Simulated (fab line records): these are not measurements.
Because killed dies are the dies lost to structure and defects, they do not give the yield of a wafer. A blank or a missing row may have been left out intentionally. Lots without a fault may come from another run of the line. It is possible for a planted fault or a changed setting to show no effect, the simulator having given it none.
Split-lot study -- flow n5-finfet -- 7 lots, 21 wafers read, on a route of 1938 steps

ON THE SPLIT
At N5_BEOL_M9_EXPOSE_08 (exposes mask M9), the setting dose-mj was moved away from the recipe's 53.75 on 5 of the 21 wafers read, by -7.1% to +4.1%. The other wafers ran this setting at the recipe's value.

FROM THE SPLIT TO THE READING: what the file shows between them, 2 steps
- N5_BEOL_M9_PEB_09: peb time 60 s
- N5_BEOL_M9_DEVELOP_10: develop time 30 s

THE READING
At N5_BEOL_M9_CD_MEAS_11: cd-nm in nanometres, against a target cd of 64.1 nm. On this fab line, fault-free wafers typically give 64.4 nm with a standard deviation of 0.54 nm.

wafer,"tool, chamber at the split",dose-mj as run,against the recipe,"cd-nm, nm",against lot-mates on the recipe
L074.3,"arfi-scanner-03, 0",53.75,recipe,63.5,-
L074.5,"arfi-scanner-03, 0",53.75,recipe,64.4,-
L074.6,"arfi-scanner-03, 0",53.75,recipe,64.1,-
L076.1,"arfi-scanner-03, 0",53.75,recipe,64.3,-
L076.3,"arfi-scanner-03, 0",53.75,recipe,64.4,-
L076.5,"arfi-scanner-03, 0",49.96,-7.1%,60.5,-3.8
L080.1,"arfi-scanner-02, 0",51.16,-4.8%,61.6,-2.1
L080.3,"arfi-scanner-02, 0",53.75,recipe,63.7,-
L080.4,"arfi-scanner-02, 0",51.16,-4.8%,62.3,-1.4
L083.1,"arfi-scanner-03, 0",53.75,recipe,64.0,-
L083.4,"arfi-scanner-03, 0",53.75,recipe,64.6,-
L083.5,"arfi-scanner-03, 0",53.75,recipe,64.3,-
L087.1,"arfi-scanner-01, 0",53.75,recipe,64.7,-
L087.5,"arfi-scanner-01, 0",55.58,+3.4%,66.8,+2.1
L087.6,"arfi-scanner-01, 0",53.75,recipe,64.7,-
L090.1,"arfi-scanner-03, 0",53.75,recipe,63.4,-
L090.5,"arfi-scanner-03, 0",53.75,recipe,64.0,-
L090.6,"arfi-scanner-03, 0",53.75,recipe,64.4,-
L093.2,"arfi-scanner-01, 0",53.75,recipe,63.2,-
L093.4,"arfi-scanner-01, 0",55.93,+4.1%,66.6,+2.8
L093.6,"arfi-scanner-01, 0",53.75,recipe,64.4,-

THE FIT
A straight line over all 21 wafers: cd-nm changes by +0.537 nm for each +1% of dose-mj; r = +0.94; the points scatter about the line by 0.48 nm.
The same after taking each lot's own level away (the mean of its wafers on the recipe; 21 wafers): +0.511 nm for each +1%; r = +0.95; scatter 0.43 nm.
On that fit, the largest move of dose-mj shifts the reading by 3.6 nm.
The lots' own levels span 63.70 to 64.70 nm, that is 1.9 times the standard deviation above.
Hence the lot-to-lot level has little effect on the slope; both slopes agree.
Check: for one of the wafers moved furthest among these (-7.1%), held out of the fit, the line's prediction against its lot-mates is -3.25 nm. Against them it came out at -3.85 nm.

OTHER SPLITS ON THESE WAFERS
These wafers also went through other splits before the reading. Each is held against what the fit with the lots' levels taken away leaves over:
other split on the same wafers,wafers away from the commonest value,r with cd-nm (lot level and that fit taken away)
N5_BEOL_M6_TRENCH_ETCH_37 time-s,4,+0.03
N5_BEOL_M7_VIA_ETCH_34 time-s,8,+0.09
N5_BEOL_M8_PECVD_70 temp-c,8,+0.09
N5_BEOL_M8_COAT_59 spin-rpm,9,-0.08

THE WHOLE CHAIN: every reading that the file lists as answering this split, in the file's order
step,what it does,reading,change (the file's fit),r (the file's)
N5_BEOL_M9_CD_MEAS_11,target cd 64.1 nm,cd-nm,+0.541 nm for each +1% of the setting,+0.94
N5_BEOL_M9_ETCH_61,"etches SiARC in CF4, target depth 39 nm, time 65 s","BEOL_M9.cd-offset-nm (the simulator's own value, which no gauge read)",+0.576 nm for each +1% of the setting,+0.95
N5_BEOL_M9_HM_OPEN_17,"chemistry Cl2/BCl3, target TiN, target depth 20 nm, overetch 6 nm","BEOL_M9.cd-offset-nm (the simulator's own value, which no gauge read)",+0.592 nm for each +1% of the setting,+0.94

THE FILE'S OWN FIT
cd-nm changes by +0.541 nm for each +1% of dose-mj, r = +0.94.
